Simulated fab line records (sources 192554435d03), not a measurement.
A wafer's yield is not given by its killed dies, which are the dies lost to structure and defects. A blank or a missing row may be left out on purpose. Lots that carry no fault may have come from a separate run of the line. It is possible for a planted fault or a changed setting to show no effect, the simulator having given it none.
Comparing a struck lot with a sound one ; flow n5-finfet ; 16 out of 1938 route steps
Sound: these wafers, L530.2, L530.5, L530.6. Struck: wafer L526.1 (left out: L526.4, L526.5 of the same lot, which were not struck); the cause appears at the end.
For every step that has rows: the tool of each side, followed by ch and its chambers, followed by its first start. Under that, the readings that differ: sound wafers ; struck wafers ; difference of the means ; sigmas: that difference in standard deviations of wafers without a fault.
alike: same words and numbers on both sides, and readings whose means sit less than 2 such deviations apart. not compared: any withheld reading, any reading some wafer has no value for, any bound like >300 that may hide the same value, and any number with overlapping values for which the record gives no deviation.
Wherever a step has rows on one side only, a row that says differs or no value, or a row with sigmas, the two part there. When numbers do not overlap yet have no deviation, they are printed without sigmas and do not part them. A reading that every wafer of one side lacks parts them only if that side has two wafers or more.

first, 3 steps without rows for these wafers: N5_SDB_EXPOSE_08 (exposes mask SDB); N5_SDB_PEB_09 (peb time 60 s); N5_SDB_DEVELOP_10 (develop time 30 s).
N5_SDB_CD_MEAS_11: target cd 50 nm.
  sound on cd-sem-01 ch 0, day 7 13:11; struck on cd-sem-03 ch 0, day 6 13:10
  alike: cd-nm
N5_SDB_OVL_MEAS_12:
  sound on overlay-01 ch 0, day 7 13:13; struck on overlay-02 ch 0, day 6 13:11
  alike: SDB_OVL
N5_SDB_INSPECT_13: inspects for defects (brightfield).
  sound on defect-inspect-02, day 7 13:14; struck on defect-inspect-01, day 6 13:13
  alike: raw-defect-count
N5_SDB_DESCUM_16: chemistry O2, time 7.9 s.
  sound on rie-diel-01 ch 0,1, day 7 13:16; struck on rie-diel-06 ch 2, day 6 13:15
  alike: drypump-motor-current-A, oes-product-au, rf-vpp-V, showerhead-plenum-p-Torr, throttle-valve-pct
  not compared: rf-hours-counter-h
N5_SDB_ETCH_17: etches SiARC in CF4, target depth 23.4 nm, time 39 s.
  sound on rie-diel-01 ch 0,1, day 7 13:18; struck on rie-diel-06 ch 2, day 6 13:17
  alike: drypump-motor-current-A, etch-rf-on-time-s, oes-product-au, rf-vpp-V, showerhead-plenum-p-Torr, throttle-valve-pct
  not compared: rf-hours-counter-h
N5_SDB_ETCH_18: etches SOC in N2/H2, target depth 100 nm, overetch 20 nm, time 150 s.
  sound on rie-diel-01 ch 0,1, day 7 13:20; struck on rie-diel-06 ch 2, day 6 13:19
  alike: drypump-motor-current-A, oes-product-au, rf-vpp-V, showerhead-plenum-p-Torr, throttle-valve-pct
  not compared: rf-hours-counter-h
then, 1 step without rows for these wafers: N5_SDB_STRIP_19 (strips in N2/H2).
N5_SDB_STRIP_21: strips in CF4.
  sound on rie-diel-01 ch 0,1, day 7 13:28; struck on rie-diel-06 ch 2, day 6 13:28
  alike: drypump-motor-current-A, oes-product-au, rf-vpp-V, showerhead-plenum-p-Torr, throttle-valve-pct
  not compared: rf-hours-counter-h
N5_SDB_HM_OPEN_20: chemistry CH3F/O2, target SiNx, stops on poly-Si, target depth 24 nm.
  sound on rie-diel-01 ch 0,1, day 7 13:29; struck on rie-diel-06 ch 2, day 6 13:29
  alike: O2_flow_sccm, drypump-motor-current-A, oes-product-au, rf-vpp-V, showerhead-plenum-p-Torr, throttle-valve-pct
  not compared: rf-hours-counter-h
N5_SDB_STRIP_22: strips in N2/H2.
  sound on plasma-asher-01 ch 0,1, day 7 13:34; struck on plasma-asher-02 ch 0, day 6 13:34
reading;sound;struck;difference;sigmas
oes-product-au (a.u.);0.716 0.721 0.714;0.690;-0.027;-6
strip-time-to-endpoint-s (s);96.4 96.2 96.4;101.6;+5.3;+13
  alike: drypump-motor-current-A, heater-power-w
  not compared: rf-hours-counter-h
then, 1 step without rows for these wafers: N5_SDB_PRECLEAN_23 (cleans in dHF, time 30 s).
-- the record jumps here: 4 days lie between the struck wafers' starts before and after (it left off in module SDB and takes up again in module BEOL_M4, whose first step shown is number 1111 of the route) --
N5_BEOL_M4_RC_MEAS_101:
  sound on prober-02 ch 0, day 11 08:40; struck on prober-01 ch 0, day 10 21:14
  alike: DIBL_N, DIBL_P, IOFF_N, IOFF_P, ION_N, ION_P, SS_N, SS_P, VT_N, VT_P
-- record jumps: 4 days separate the struck wafers' starts on either side; left off in module BEOL_M4, taken up again in module PASSIVATION, whose first shown step is the route's number 1936 --
N5_PASSIVATION_PROBE_49:
  sound on prober-01, day 15 17:07; struck on prober-02, day 15 03:35
  alike: defect-limited-yield, killed_at_M0_to_M3, killed_at_M4_up, killed-at-contacts, killed-at-front-end, killed-at-other, killed-dies, killed-open, killed-short, sort_bin_4_leakage, sort_bin_5_function, sort_bin_6_memory, sort_bin_8_speed, sort-n-pass, sort-yield-pct

== WHERE THEY PART ==
Within this record, at N5_SDB_STRIP_22 only. Later steps at which nothing parts them and some readings are alike: N5_BEOL_M4_RC_MEAS_101, N5_PASSIVATION_PROBE_49.

WHY: what the simulator had put in
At N5_SDB_STRIP_22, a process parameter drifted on plasma-asher-02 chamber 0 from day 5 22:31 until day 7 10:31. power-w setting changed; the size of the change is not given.
